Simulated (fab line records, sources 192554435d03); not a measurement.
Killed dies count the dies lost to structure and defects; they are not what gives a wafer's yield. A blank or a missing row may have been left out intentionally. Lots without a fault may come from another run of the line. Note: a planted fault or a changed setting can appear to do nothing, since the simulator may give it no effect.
fab line records + flow n5-finfet
record:
- lots: 7
- wafers: 20
- last-day: 21
route steps=1938 shown BEOL_M1@780 BEOL_M4@1111 PASSIVATION@1936
lots that met no fault: from a run of the same line without faults
start-h: hours from the record's first day to the start of the lot's first wafer shown + wait-h: hours since the lot's step before + " the same as in the row above + L1.1+2: one row covering several wafers at once + - no value, or no start given + * or withheld: withheld + < > ~ a bound
route shown NAME@n: a module of which the file shows steps, and the number in the route of the first + usual: average and standard deviation across the fault-free wafers + same: alike in all rows + chamber/n: place in a boat + sites: each site's reading + _std_site: how widely they spread, as a standard deviation + _edge_site: inner sites' mean taken away from outer sites' mean + radius-mm: how far each site lies from the wafer's centre + mask NAME#n: copy n + behind: the most recent tool/chamber to have shaped the wafer + hold: cause of the lot's hold/its duration in hours/its outcome + device: the n, p or np transistor that did not switch + end of line: tests run on the same wafers once the route is complete + a step given without rows: its recipe and nothing more + killed: dies that structure and defects cost at the first sort, which is not the same as the wafer's yield + map: dies across one wafer; x = killed, . = not, _ = none there
set.NAME: the setting as run; set.NAME@STEP: as run at that earlier step + model.NAME: the simulator's own value behind a step, which no gauge read
lots seen at some steps along the route; tables by step, rows by wafer
services: from which hour (start-h, from the record's first day; less than 0 if before it) a tool's chamber was out of use, for how many hours, and why
== steps ==
step: N5_BEOL_M1_COAT_22
recipe:
- resist: CAR-EUV
- spin-rpm: 1500
- resist-thk-nm: 30
step: N5_BEOL_M1_EBR_24
recipe:
- solvent: PGMEA
- ebr-width-mm: 1.5
step: N5_BEOL_M1_SOFTBAKE_23
recipe:
- temp-c: 110
- time-s: 60
- resist: CAR-EUV
step: N5_BEOL_M1_EXPOSE_25
recipe:
- mask-id: V0
- na: 0.33
- source-shape: quasar
- sigma-inner: 0.2
- sigma-outer: 0.8
- polarization: unpolarized
- defocus-nm: 5
- target-cd-nm: 24
- dose-mj: 63
step: N5_BEOL_M1_PEB_26
recipe:
- peb-temp-c: 100
- peb-time-s: 60
- resist: CAR-EUV
step: N5_BEOL_M1_DEVELOP_27
recipe:
- develop-time-s: 30
- developer: TMAH
- resist: CAR-EUV
- rinse-liquid: surfactant-rinse
- dry: air-spin
- dev-temp-c: 23
step: N5_BEOL_M1_CD_MEAS_28
recipe:
- landing-energy-ev: 500
- detector: se-inlens
- target-cd-y-nm: 23.3
usual:
- cd-nm: 23.95/0.27
| lot.wafer | tool      | chamber | start-h | wait-h | cd-nm |
|-----------|-----------|---------|---------|--------|-------|
| L967.3    | cd-sem-02 | 0       | 180.93  | -      | 23.67 |
| L967.4    | "         | 0       | "       | "      | 23.54 |
| L967.6    | "         | 0       | "       | "      | 24.08 |
| L969.1    | cd-sem-02 | 0       | 196.04  | -      | 23.54 |
| L969.2    | "         | 0       | "       | "      | 23.73 |
| L970.1    | cd-sem-03 | 0       | 197.74  | -      | 23.85 |
| L970.2    | "         | 0       | "       | "      | 23.98 |
| L970.4    | "         | 0       | "       | "      | 23.67 |
| L971.3    | cd-sem-01 | 0       | 203.61  | -      | 23.47 |
| L971.4    | "         | 0       | "       | "      | 24.02 |
| L971.5    | "         | 0       | "       | "      | 23.71 |
| L972.2    | cd-sem-03 | 0       | 208.03  | -      | 23.56 |
| L972.3    | "         | 0       | "       | "      | 23.76 |
| L972.4    | "         | 0       | "       | "      | 23.28 |
| L978.2    | cd-sem-03 | 0       | 245.12  | -      | 23.96 |
| L978.5    | "         | 0       | "       | "      | 23.82 |
| L978.6    | "         | 0       | "       | "      | 23.69 |
| L980.2    | cd-sem-03 | 0       | 259.70  | -      | 24.34 |
| L980.3    | "         | 0       | "       | "      | 23.82 |
| L980.4    | "         | 0       | "       | "      | 23.73 |
step: N5_BEOL_M1_OVL_MEAS_29
recipe:
- points-per-wafer: 522
usual:
- V0_OVL: -0.1/0.65
| lot.wafer | tool       | chamber | start-h | wait-h | V0_OVL[nm] |
|-----------|------------|---------|---------|--------|------------|
| L967.3    | overlay-02 | 0       | 180.97  | 0.0    | 1.2        |
| L967.4    | "          | 0       | "       | "      | 0.1        |
| L967.6    | "          | 0       | "       | "      | -0.5       |
| L969.1    | overlay-01 | 0       | 196.08  | 0.0    | -1.0       |
| L969.2    | "          | 0       | "       | "      | -1.3       |
| L970.1    | overlay-01 | 0       | 197.77  | 0.0    | -1.1       |
| L970.2    | "          | 0       | "       | "      | -0.3       |
| L970.4    | "          | 0       | "       | "      | -0.5       |
| L971.3    | overlay-01 | 0       | 203.65  | 0.0    | 0.9        |
| L971.4    | "          | 0       | "       | "      | 0.0        |
| L971.5    | "          | 0       | "       | "      | 0.3        |
| L972.2    | overlay-01 | 0       | 208.06  | 0.0    | 1.1        |
| L972.3    | "          | 0       | "       | "      | 1.2        |
| L972.4    | "          | 0       | "       | "      | 0.9        |
| L978.2    | overlay-02 | 0       | 245.15  | 0.0    | 0.3        |
| L978.5    | "          | 0       | "       | "      | -0.3       |
| L978.6    | "          | 0       | "       | "      | -0.6       |
| L980.2    | overlay-02 | 0       | 259.74  | 0.0    | -1.1       |
| L980.3    | "          | 0       | "       | "      | -0.9       |
| L980.4    | "          | 0       | "       | "      | -0.2       |
step: N5_BEOL_M1_INSPECT_30
recipe:
- mode: adi
- inspect-instrument: brightfield
usual:
- raw-defect-count: 412/84
| lot.wafer | tool              | chamber | start-h | wait-h | raw-defect-count |
|-----------|-------------------|---------|---------|--------|------------------|
| L967.3    | defect-inspect-01 | -       | 181.02  | 0.0    | 378              |
| L967.4    | "                 | -       | "       | "      | 413              |
| L967.6    | "                 | -       | "       | "      | 374              |
| L969.1    | defect-inspect-01 | -       | 196.14  | 0.1    | 486              |
| L969.2    | "                 | -       | "       | "      | 422              |
| L970.1    | defect-inspect-02 | -       | 197.83  | 0.1    | 451              |
| L970.2    | "                 | -       | "       | "      | 406              |
| L970.4    | "                 | -       | "       | "      | 473              |
| L971.3    | defect-inspect-01 | -       | 203.70  | 0.0    | 446              |
| L971.4    | "                 | -       | "       | "      | 390              |
| L971.5    | "                 | -       | "       | "      | 526              |
| L972.2    | defect-inspect-01 | -       | 208.11  | 0.0    | 471              |
| L972.3    | "                 | -       | "       | "      | 353              |
| L972.4    | "                 | -       | "       | "      | 443              |
| L978.2    | defect-inspect-02 | -       | 245.21  | 0.0    | 474              |
| L978.5    | "                 | -       | "       | "      | 519              |
| L978.6    | "                 | -       | "       | "      | 524              |
| L980.2    | defect-inspect-02 | -       | 259.79  | 0.0    | 476              |
| L980.3    | "                 | -       | "       | "      | 493              |
| L980.4    | "                 | -       | "       | "      | 298              |
step: N5_BEOL_M1_DESCUM_33
recipe:
- chemistry: O2
- time-s: 7
- source-power-w: 50
- bias-power-w: 20
- pressure-mtorr: 20
- rf-frequency-hz: 2.712e+07
- temp-c: 40
- resist: CAR-EUV
- o2-flow-sccm: 225
usual:
- drypump-motor-current-A: 5.7/0.39
- oes-product-au: 0.78/0.091
- rf-vpp-V: 243.0/1.5
- showerhead-plenum-p-Torr: 2.08/0.075
- throttle-valve-pct: 20.4/0.35
| lot.wafer | tool        | chamber | start-h | wait-h | drypump-motor-current-A | oes-product-au | rf-hours-counter-h | rf-vpp-V | showerhead-plenum-p-Torr | throttle-valve-pct |
|-----------|-------------|---------|---------|--------|-------------------------|----------------|--------------------|----------|--------------------------|--------------------|
| L967.3    | rie-diel-06 | 1       | 181.05  | 0.0    | 5.6                     | 0.78           | 133                | 241.1    | 2.02                     | 20.9               |
| L967.4    | "           | 1       | "       | "      | 5.6                     | 0.78           | -                  | 243.2    | 2.02                     | 20.9               |
| L967.6    | "           | 2       | "       | "      | 5.8                     | 0.71           | -                  | 244.7    | 2.15                     | 19.9               |
| L969.1    | rie-diel-02 | 2       | 196.20  | 0.1    | 5.8                     | 0.70           | 191                | 239.3    | 1.99                     | 20.7               |
| L969.2    | "           | 0       | "       | "      | 5.8                     | 0.82           | 74                 | 242.9    | 2.02                     | 20.3               |
| L970.1    | rie-diel-06 | 2       | 198.00  | 0.2    | 5.8                     | 0.71           | 176                | 243.7    | 2.15                     | 19.9               |
| L970.2    | "           | 0       | "       | "      | 5.7                     | 0.97           | 11                 | 241.3    | 2.07                     | 20.1               |
| L970.4    | "           | 2       | "       | "      | 5.8                     | 0.71           | -                  | 244.5    | 2.15                     | 19.9               |
| L971.3    | rie-diel-02 | 2       | 203.73  | 0.0    | 5.8                     | 0.70           | 192                | 240.9    | 1.99                     | 20.7               |
| L971.4    | "           | 0       | "       | "      | 5.8                     | 0.83           | 77                 | 241.8    | 2.02                     | 20.4               |
| L971.5    | "           | 3       | "       | "      | 5.4                     | 0.85           | -                  | 244.9    | 2.23                     | 20.1               |
| L972.2    | rie-diel-02 | 3       | 208.15  | 0.0    | 5.4                     | 0.85           | 44                 | 247.3    | 2.23                     | 20.1               |
| L972.3    | "           | 1       | "       | "      | 4.8                     | 0.76           | 163                | 242.7    | 2.12                     | 20.9               |
| L972.4    | "           | 0       | "       | "      | 5.8                     | 0.83           | 79                 | 242.1    | 2.02                     | 20.3               |
| L978.2    | rie-diel-06 | 2       | 245.24  | 0.0    | 5.8                     | 0.71           | 191                | 244.1    | 2.14                     | 19.9               |
| L978.5    | "           | 3       | "       | "      | 5.4                     | 0.92           | -                  | 245.9    | 2.20                     | 20.4               |
| L978.6    | "           | 0       | "       | "      | 5.7                     | 0.93           | -                  | 242.7    | 2.07                     | 20.1               |
| L980.2    | rie-diel-03 | 0       | 259.82  | 0.0    | 5.2                     | 0.91           | 15                 | 241.5    | 2.04                     | 20.3               |
| L980.3    | "           | 2       | "       | "      | 6.0                     | 0.69           | 215                | 242.5    | 1.98                     | 20.1               |
| L980.4    | "           | 3       | "       | "      | 6.5                     | 0.73           | 158                | 243.7    | 2.10                     | 20.4               |
step: N5_BEOL_M1_ETCH_77
recipe:
- chemistry: N2/H2
- target: underlayer
- target-depth-a: 65
- mask-material: CAR-EUV
- time-s: 5.2
- ion-energy-ev: 200
- pressure-mtorr: 30
- source-w: 840
- bias-w: 150
- n2-flow-sccm: 200
- h2-flow-sccm: 200
- ends: cleared
usual:
- drypump-motor-current-A: 5.7/0.39
- etch-rf-on-time-s: 5.18/0.14
- oes-product-au: 0.67/0.076
- rf-vpp-V: 524/3
- showerhead-plenum-p-Torr: 2.52/0.096
- throttle-valve-pct: 17.8/0.32
| lot.wafer | tool        | chamber | start-h | wait-h | drypump-motor-current-A | etch-rf-on-time-s | oes-product-au | rf-hours-counter-h | rf-vpp-V | showerhead-plenum-p-Torr | throttle-valve-pct |
|-----------|-------------|---------|---------|--------|-------------------------|-------------------|----------------|--------------------|----------|--------------------------|--------------------|
| L967.3    | rie-diel-06 | 1       | 181.08  | 0.0    | 5.6                     | 5.17              | 0.66           | 133                | 521      | 2.42                     | 18.0               |
| L967.4    | "           | 1       | "       | "      | 5.6                     | 5.11              | 0.67           | -                  | 522      | 2.42                     | 18.1               |
| L967.6    | "           | 2       | "       | "      | 5.8                     | 5.31              | 0.62           | -                  | 527      | 2.64                     | 17.4               |
| L969.1    | rie-diel-02 | 2       | 196.23  | 0.0    | 5.9                     | 5.58              | 0.58           | 191                | 520      | 2.44                     | 18.2               |
| L969.2    | "           | 0       | "       | "      | 5.8                     | 4.98              | 0.71           | 74                 | 522      | 2.45                     | 17.7               |
| L970.1    | rie-diel-06 | 2       | 198.04  | 0.0    | 5.8                     | 5.30              | 0.62           | 176                | 527      | 2.64                     | 17.5               |
| L970.2    | "           | 0       | "       | "      | 5.7                     | 5.19              | 0.83           | 11                 | 524      | 2.49                     | 17.3               |
| L970.4    | "           | 2       | "       | "      | 5.8                     | 5.30              | 0.62           | -                  | 528      | 2.64                     | 17.5               |
| L971.3    | rie-diel-02 | 2       | 203.76  | 0.0    | 5.8                     | 5.46              | 0.59           | 192                | 519      | 2.44                     | 18.2               |
| L971.4    | "           | 0       | "       | "      | 5.8                     | 5.07              | 0.71           | 77                 | 521      | 2.45                     | 17.7               |
| L971.5    | "           | 3       | "       | "      | 5.4                     | 5.14              | 0.74           | -                  | 527      | 2.69                     | 17.5               |
| L972.2    | rie-diel-02 | 3       | 208.18  | 0.0    | 5.4                     | 5.18              | 0.73           | 44                 | 525      | 2.69                     | 17.5               |
| L972.3    | "           | 1       | "       | "      | 4.9                     | 5.11              | 0.65           | 163                | 524      | 2.53                     | 18.1               |
| L972.4    | "           | 0       | "       | "      | 5.8                     | 5.00              | 0.71           | 79                 | 521      | 2.45                     | 17.7               |
| L978.2    | rie-diel-06 | 2       | 245.28  | 0.0    | 5.8                     | 5.23              | 0.60           | 191                | 529      | 2.63                     | 17.5               |
| L978.5    | "           | 3       | "       | "      | 5.4                     | 5.22              | 0.81           | -                  | 528      | 2.72                     | 18.1               |
| L978.6    | "           | 0       | "       | "      | 5.7                     | 5.16              | 0.79           | -                  | 522      | 2.48                     | 17.3               |
| L980.2    | rie-diel-03 | 0       | 259.86  | 0.0    | 5.2                     | 5.04              | 0.76           | 15                 | 522      | 2.48                     | 17.7               |
| L980.3    | "           | 2       | "       | "      | 6.0                     | 5.13              | 0.60           | 215                | 519      | 2.41                     | 17.7               |
| L980.4    | "           | 3       | "       | "      | 6.5                     | 5.27              | 0.63           | 158                | 523      | 2.53                     | 17.7               |
step: N5_BEOL_M1_ETCH_69
recipe:
- chemistry: CF4
- target: SiARC
- target-depth-a: 156
- mask-material: CAR-EUV
- time-s: 26
- ion-energy-ev: 80
- pressure-mtorr: 40
- source-w: 545
- bias-w: 36
- Ar_flow_sccm: 100
- cf4-flow-sccm: 100
- ends: cleared
usual:
- drypump-motor-current-A: 5.7/0.39
- etch-rf-on-time-s: 25.9/0.72
- oes-product-au: 0.67/0.076
- rf-vpp-V: 184.0/1.3
- showerhead-plenum-p-Torr: 2.14/0.073
- throttle-valve-pct: 15.7/0.32
| lot.wafer | tool        | chamber | start-h | wait-h | drypump-motor-current-A | etch-rf-on-time-s | oes-product-au | rf-hours-counter-h | rf-vpp-V | showerhead-plenum-p-Torr | throttle-valve-pct |
|-----------|-------------|---------|---------|--------|-------------------------|-------------------|----------------|--------------------|----------|--------------------------|--------------------|
| L967.3    | rie-diel-06 | 1       | 181.10  | 0.0    | 5.7                     | 25.9              | 0.67           | 133                | 184.1    | 2.08                     | 16.1               |
| L967.4    | "           | 1       | "       | "      | 5.6                     | 25.6              | 0.67           | -                  | 182.3    | 2.08                     | 16.1               |
| L967.6    | "           | 2       | "       | "      | 5.8                     | 25.8              | 0.63           | -                  | 184.4    | 2.23                     | 15.3               |
| L969.1    | rie-diel-02 | 2       | 196.25  | 0.0    | 5.8                     | 27.6              | 0.59           | 191                | 182.6    | 2.05                     | 16.0               |
| L969.2    | "           | 0       | "       | "      | 5.8                     | 25.3              | 0.71           | 74                 | 183.1    | 2.10                     | 15.7               |
| L970.1    | rie-diel-06 | 2       | 198.06  | 0.0    | 5.8                     | 26.3              | 0.61           | 176                | 185.6    | 2.22                     | 15.3               |
| L970.2    | "           | 0       | "       | "      | 5.7                     | 25.8              | 0.82           | 11                 | 181.4    | 2.12                     | 15.2               |
| L970.4    | "           | 2       | "       | "      | 5.8                     | 26.5              | 0.62           | -                  | 184.0    | 2.22                     | 15.3               |
| L971.3    | rie-diel-02 | 2       | 203.78  | 0.0    | 5.8                     | 27.6              | 0.59           | 192                | 183.4    | 2.05                     | 16.0               |
| L971.4    | "           | 0       | "       | "      | 5.8                     | 25.2              | 0.71           | 77                 | 184.6    | 2.10                     | 15.7               |
| L971.5    | "           | 3       | "       | "      | 5.4                     | 26.0              | 0.74           | -                  | 185.3    | 2.27                     | 15.3               |
| L972.2    | rie-diel-02 | 3       | 208.20  | 0.0    | 5.4                     | 25.7              | 0.73           | 44                 | 184.0    | 2.27                     | 15.3               |
| L972.3    | "           | 1       | "       | "      | 4.8                     | 25.2              | 0.66           | 163                | 182.9    | 2.16                     | 15.9               |
| L972.4    | "           | 0       | "       | "      | 5.8                     | 25.1              | 0.72           | 79                 | 183.7    | 2.10                     | 15.7               |
| L978.2    | rie-diel-06 | 2       | 245.29  | 0.0    | 5.8                     | 26.0              | 0.61           | 191                | 184.7    | 2.22                     | 15.3               |
| L978.5    | "           | 3       | "       | "      | 5.4                     | 25.9              | 0.80           | -                  | 184.6    | 2.29                     | 15.8               |
| L978.6    | "           | 0       | "       | "      | 5.7                     | 25.4              | 0.80           | -                  | 183.5    | 2.11                     | 15.2               |
| L980.2    | rie-diel-03 | 0       | 259.88  | 0.0    | 5.2                     | 24.6              | 0.79           | 15                 | 183.6    | 2.11                     | 15.6               |
| L980.3    | "           | 2       | "       | "      | 6.0                     | 25.8              | 0.60           | 215                | 182.6    | 2.03                     | 15.4               |
| L980.4    | "           | 3       | "       | "      | 6.4                     | 26.5              | 0.63           | 158                | 183.1    | 2.16                     | 15.7               |
step: N5_BEOL_M1_ALD_98
recipe:
- material: SiO2
- target-thk-a: 25
- temp-c: 100
- ald-precursor-family: BDEAS
- ald-co-reactant: O2-plasma
- pulse-time-s: 1
- co-reactant-pulse-time-s: 1
- purge-time-s: 2
- co-reactant-purge-time-s: 2
- ald-cycles: 17
- pressure-torr: 2
usual:
- ald-cycles: 17/0
- heater-power-w: 80/8.4
- precursor-pulse-height-rel: 0.997/0.021
| lot.wafer | tool       | chamber | start-h | wait-h | ald-cycles | heater-power-w | precursor-pulse-height-rel | since-wet-clean-h |
|-----------|------------|---------|---------|--------|------------|----------------|----------------------------|-------------------|
| L967.3    | ald-sin-02 | 1       | 181.18  | 0.1    | 17         | 79             | 1.002                      | 82                |
| L967.4    | "          | 0       | "       | "      | 17         | 82             | 1.020                      | 82                |
| L967.6    | "          | 3       | "       | "      | 17         | 67             | 1.017                      | -                 |
| L969.1    | ald-sin-01 | 3       | 196.33  | 0.1    | 17         | 84             | 0.979                      | 189               |
| L969.2    | "          | 1       | "       | "      | 17         | 67             | 1.043                      | 189               |
| L970.1    | ald-sin-02 | 0       | 198.14  | 0.1    | 18         | 82             | 0.985                      | 99                |
| L970.2    | "          | 3       | "       | "      | 18         | 67             | 1.019                      | 99                |
| L970.4    | "          | 1       | "       | "      | 18         | 81             | 0.998                      | 99                |
| L971.3    | ald-sin-02 | 0       | 203.87  | 0.1    | 18         | 82             | 0.987                      | 105               |
| L971.4    | "          | 1       | "       | "      | 18         | 81             | 0.974                      | -                 |
| L971.5    | "          | 0       | "       | "      | 18         | 81             | 0.990                      | -                 |
| L972.2    | ald-sin-02 | 2       | 208.34  | 0.1    | 18         | 78             | 1.015                      | 109               |
| L972.3    | "          | 0       | "       | "      | 18         | 80             | 0.965                      | 109               |
| L972.4    | "          | 3       | "       | "      | 18         | 65             | 0.996                      | 109               |
| L978.2    | ald-sin-04 | 0       | 245.51  | 0.2    | 17         | 73             | 0.985                      | 343               |
| L978.5    | "          | 2       | "       | "      | 17         | 88             | 1.002                      | -                 |
| L978.6    | "          | 3       | "       | "      | 17         | 77             | 0.970                      | -                 |
| L980.2    | ald-sin-04 | 3       | 259.96  | 0.1    | 17         | 75             | 0.956                      | 358               |
| L980.3    | "          | 0       | "       | "      | 17         | 73             | 1.041                      | 358               |
| L980.4    | "          | 1       | "       | "      | 17         | 78             | 1.011                      | 358               |
step: N5_BEOL_M1_ETCHBACK_99
recipe:
- chemistry: CHF3
- target: SiO2
- target-depth-a: 50
- time-s: 10.4
- source-w: 215
- bias-w: 47
- Ar_flow_sccm: 200
- CHF3_flow_sccm: 12
- ion-energy-ev: 100
- pressure-mtorr: 30
usual:
- CHF3_flow_sccm: 12.00/0.034
- drypump-motor-current-A: 5.7/0.41
- oes-product-au: 0.78/0.084
- rf-vpp-V: 241/6.6
- showerhead-plenum-p-Torr: 2.16/0.083
- throttle-valve-pct: 17.1/0.33
| lot.wafer | tool        | chamber | start-h | wait-h | CHF3_flow_sccm | drypump-motor-current-A | oes-product-au | rf-hours-counter-h | rf-vpp-V | showerhead-plenum-p-Torr | throttle-valve-pct |
|-----------|-------------|---------|---------|--------|----------------|-------------------------|----------------|--------------------|----------|--------------------------|--------------------|
| L967.3    | rie-diel-03 | 1       | 182.19  | 1.0    | 11.97          | 5.9                     | 0.74           | 214                | 244      | 2.22                     | 17.1               |
| L967.4    | "           | 0       | "       | "      | 12.05          | 5.3                     | 0.66           | 243                | 225      | 2.11                     | 17.4               |
| L967.6    | "           | 0       | "       | "      | 11.99          | 5.3                     | 0.67           | -                  | 224      | 2.11                     | 17.4               |
| L969.1    | rie-diel-02 | 2       | 197.61  | 1.2    | 11.96          | 5.8                     | 0.69           | 191                | 248      | 2.06                     | 17.5               |
| L969.2    | "           | 3       | "       | "      | 11.97          | 5.4                     | 0.86           | 41                 | 241      | 2.28                     | 16.7               |
| L970.1    | rie-diel-02 | 1       | 206.31  | 8.1    | 11.93          | 4.8                     | 0.76           | 162                | 234      | 2.19                     | 17.5               |
| L970.2    | "           | 3       | "       | "      | 12.02          | 5.4                     | 0.85           | 44                 | 242      | 2.28                     | 16.7               |
| L970.4    | "           | 0       | "       | "      | 12.09          | 5.8                     | 0.83           | 78                 | 238      | 2.12                     | 17.2               |
| L971.3    | rie-diel-06 | 2       | 211.17  | 7.2    | 11.97          | 5.8                     | 0.73           | 181                | 240      | 2.25                     | 16.8               |
| L971.4    | "           | 1       | "       | "      | 12.04          | 5.7                     | 0.78           | 146                | 239      | 2.10                     | 17.7               |
| L971.5    | "           | 0       | "       | "      | 12.00          | 5.7                     | 0.95           | -                  | 248      | 2.12                     | 16.6               |
| L972.2    | rie-diel-02 | 0       | 222.50  | 14.1   | 11.96          | 5.8                     | 0.82           | 84                 | 237      | 2.12                     | 17.2               |
| L972.3    | "           | 2       | "       | "      | 11.98          | 5.8                     | 0.69           | 199                | 250      | 2.06                     | 17.5               |
| L972.4    | "           | 1       | "       | "      | 12.03          | 4.8                     | 0.75           | 168                | 235      | 2.18                     | 17.5               |
| L978.2    | rie-diel-03 | 2       | 252.45  | 6.9    | 12.03          | 6.0                     | 0.69           | 213                | 240      | 2.03                     | 16.8               |
| L978.5    | "           | 0       | "       | "      | 11.96          | 5.3                     | 0.91           | -                  | 224      | 2.11                     | 17.0               |
| L978.6    | "           | 3       | "       | "      | 12.01          | 6.5                     | 0.73           | -                  | 244      | 2.18                     | 17.2               |
| L980.2    | rie-diel-06 | 2       | 265.00  | 5.0    | 12.03          | 5.8                     | 0.70           | 197                | 240      | 2.24                     | 16.9               |
| L980.3    | "           | 3       | "       | "      | 11.94          | 5.4                     | 0.92           | 19                 | 250      | 2.30                     | 17.3               |
| L980.4    | "           | 1       | "       | "      | 11.96          | 5.6                     | 0.76           | 162                | 240      | 2.09                     | 17.7               |
step: N5_BEOL_M4_RC_MEAS_101
usual:
- DIBL_N: 37.7/2
- DIBL_P: 37.7/2.3
- IOFF_N: 0.18/0.039
- IOFF_P: 0.23/0.042
- ION_N: 681/12
- ION_P: 463/8
- SS_N: 71.9/0.68
- SS_P: 73.6/0.71
- VT_N: 248/3.2
- VT_P: -249/3.1
| lot.wafer | tool      | chamber | start-h | wait-h | DIBL_N[mV/V] | DIBL_P[mV/V] | IOFF_N[nA/um] | IOFF_P[nA/um] | ION_N[uA/um] | ION_P[uA/um] | SS_N[mV/dec] | SS_P[mV/dec] | VT_N[mV] | VT_P[mV] |
|-----------|-----------|---------|---------|--------|--------------|--------------|---------------|---------------|--------------|--------------|--------------|--------------|----------|----------|
| L967.3    | prober-01 | 0       | 310.26  | 0.3    | 40.5         | 41.4         | 0.24          | 0.33          | 702          | 483          | 72.5         | 74.7         | 245      | -243     |
| L967.4    | "         | 0       | "       | "      | 37.3         | 37.3         | 0.18          | 0.25          | 683          | 469          | 71.3         | 73.2         | 246      | -245     |
| L967.6    | "         | 0       | "       | "      | 38.5         | 38.3         | 0.19          | 0.26          | 669          | 464          | 71.7         | 73.8         | 250      | -248     |
| L969.1    | prober-01 | 0       | 317.17  | 0.0    | 39.6         | 39.1         | 0.22          | 0.26          | 696          | 469          | 72.3         | 73.6         | 241      | -246     |
| L969.2    | "         | 0       | "       | "      | 39.3         | 39.7         | 0.19          | 0.27          | 701          | 477          | 71.6         | 73.5         | 246      | -249     |
| L970.1    | prober-02 | 0       | 326.75  | 0.0    | 40.5         | 39.8         | 0.26          | 0.26          | 702          | 466          | 72.6         | 74.1         | 241      | -245     |
| L970.2    | "         | 0       | "       | "      | 38.0         | 37.5         | 0.19          | 0.22          | 694          | 467          | 72.0         | 73.7         | 247      | -250     |
| L970.4    | "         | 0       | "       | "      | 37.8         | 36.4         | 0.18          | 0.21          | 664          | 454          | 72.2         | 74.0         | 250      | -254     |
| L972.2    | prober-01 | 0       | 349.89  | 0.2    | 39.1         | 40.6         | 0.21          | 0.28          | 689          | 468          | 72.1         | 74.9         | 246      | -246     |
| L972.3    | "         | 0       | "       | "      | 36.2         | 35.6         | 0.15          | 0.21          | 686          | 467          | 71.1         | 73.5         | 248      | -249     |
| L972.4    | "         | 0       | "       | "      | 36.9         | 37.4         | 0.15          | 0.23          | 677          | 470          | 71.7         | 74.0         | 251      | -250     |
| L971.3    | prober-01 | 0       | 353.74  | 0.3    | 38.3         | 39.9         | 0.20          | 0.27          | 686          | 470          | 71.7         | 74.0         | 247      | -245     |
| L971.4    | "         | 0       | "       | "      | 36.3         | 36.5         | 0.15          | 0.20          | 675          | 457          | 71.1         | 73.2         | 255      | -250     |
| L971.5    | "         | 0       | "       | "      | 39.0         | 39.5         | 0.20          | 0.25          | 683          | 468          | 71.8         | 74.2         | 247      | -251     |
| L978.2    | prober-01 | 0       | 385.83  | 0.2    | 37.6         | 39.6         | 0.18          | 0.20          | 680          | 455          | 72.9         | 73.5         | 246      | -252     |
| L978.5    | "         | 0       | "       | "      | 37.9         | 40.1         | 0.19          | 0.23          | 671          | 456          | 71.9         | 73.6         | 248      | -251     |
| L978.6    | "         | 0       | "       | "      | 34.7         | 35.6         | 0.13          | 0.16          | 676          | 458          | 71.4         | 72.9         | 249      | -257     |
| L980.2    | prober-02 | 0       | 389.25  | 0.2    | 33.0         | 31.6         | 0.11          | 0.16          | 654          | 450          | 70.5         | 72.0         | 255      | -252     |
| L980.3    | "         | 0       | "       | "      | 36.0         | 36.1         | 0.16          | 0.22          | 661          | 457          | 71.9         | 74.1         | 248      | -250     |
| L980.4    | "         | 0       | "       | "      | 35.5         | 35.9         | 0.17          | 0.21          | 680          | 470          | 71.7         | 72.5         | 249      | -246     |
step: N5_PASSIVATION_PROBE_49
usual:
- defect-limited-yield: 91.1/1.4
- killed_at_M0_to_M3: 34/9.6
- killed_at_M4_up: 15/5.3
- killed-at-contacts: 12/6.1
- killed-at-front-end: 40/11
- killed-at-other: 3.5/2.8
- killed-dies: 105/17
- killed-open: 70/12
- killed-short: 34/7.7
- sort_bin_5_function: 5.2/0.97
- sort_bin_6_memory: 3.4/0.62
- sort-n-pass: 1075/17
- sort-yield-pct: 91.1/1.4
same:
- gross-dies: 1180
- killed-at-back-side: 0
- sort_bin_4_leakage[%]: 0
- sort_bin_8_speed[%]: 0
| lot.wafer | tool      | chamber | start-h | wait-h | defect-limited-yield[%] | killed_at_M0_to_M3 | killed_at_M4_up | killed-at-contacts | killed-at-front-end | killed-at-other | killed-dies | killed-open | killed-short | sort_bin_5_function[%] | sort_bin_6_memory[%] | sort-n-pass | sort-yield-pct[%] |
|-----------|-----------|---------|---------|--------|-------------------------|--------------------|-----------------|--------------------|---------------------|-----------------|-------------|-------------|--------------|------------------------|----------------------|-------------|-------------------|
| L972.3    | prober-02 | -       | 462.24  | 0.1    | 90.0                    | 37                 | 21              | 9                  | 50                  | 1               | 118         | 89          | 28           | 6.5                    | 3.3                  | 1062        | 90.0              |
killed by level:class
L972.3 STI_FIN_REVEAL:geometric-particle:open=28 BEOL_M0_SAQP:geometric-particle:open=9 BEOL_M3:geometric-particle:open=9 MOL_CONTACT_COAG:geometric-particle:open=8 BEOL_M1:geometric-particle:open=7 BEOL_M0_SAQP:geometric-particle:short=6 BEOL_M7:geometric-particle:short=5 FIN_SAQP:geometric-particle:short=4
== services ==
| tool        | chamber | start-h | hours | kind                          |
|-------------|---------|---------|-------|-------------------------------|
| ald-sin-04  | -       | 171.41  | 6.1   | pm                            |
| rie-diel-06 | 3       | 179.10  | 4.1   | repair                        |
| rie-diel-06 | 3       | 183.24  | -     | clean                         |
| rie-diel-06 | 3       | 183.24  | -     | consumable-replace:focus-ring |
| rie-diel-06 | 3       | 183.24  | -     | consumable-replace:showerhead |
| rie-diel-06 | 3       | 183.24  | 21.2  | scheduled-down                |
| rie-diel-06 | 3       | 183.24  | 21.2  | vent-cycle                    |
| ald-sin-02  | 3       | 198.27  | 6.7   | repair                        |
| rie-diel-03 | 0       | 200.42  | -     | clean                         |
| rie-diel-03 | 0       | 200.42  | -     | consumable-replace:focus-ring |
| rie-diel-03 | 0       | 200.42  | 14.1  | scheduled-down                |
| rie-diel-03 | 0       | 200.42  | 14.1  | vent-cycle                    |
| ald-sin-02  | -       | 241.88  | 6.1   | pm                            |
| rie-diel-02 | 2       | 261.12  | 1.7   | repair                        |
| rie-diel-03 | 3       | 264.21  | 16.9  | repair                        |
== key ==
first-sign:
- step: N5_BEOL_M1_ALD_98
- reading: ald-cycles
- direction: up
- sigmas: 99+
- usual: *
- struck: *
effect none on later readings
met-at N5_BEOL_M1_ALD_98
struck-wafers L970.1,L970.2,L970.4,L971.3,L971.4,L971.5,L972.2,L972.3,L972.4
onset-between 181.18 198.14
fault:
- kind: process-parameter-drift
- tool: ald-sin-02
- chamber: -
- onset-h: 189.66
- steps: N5_BEOL_M1_ALD_98
- channel: ald-cycles
- offset: *
- shape: step
- end-h: 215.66
- acts-in: *
- stated: *
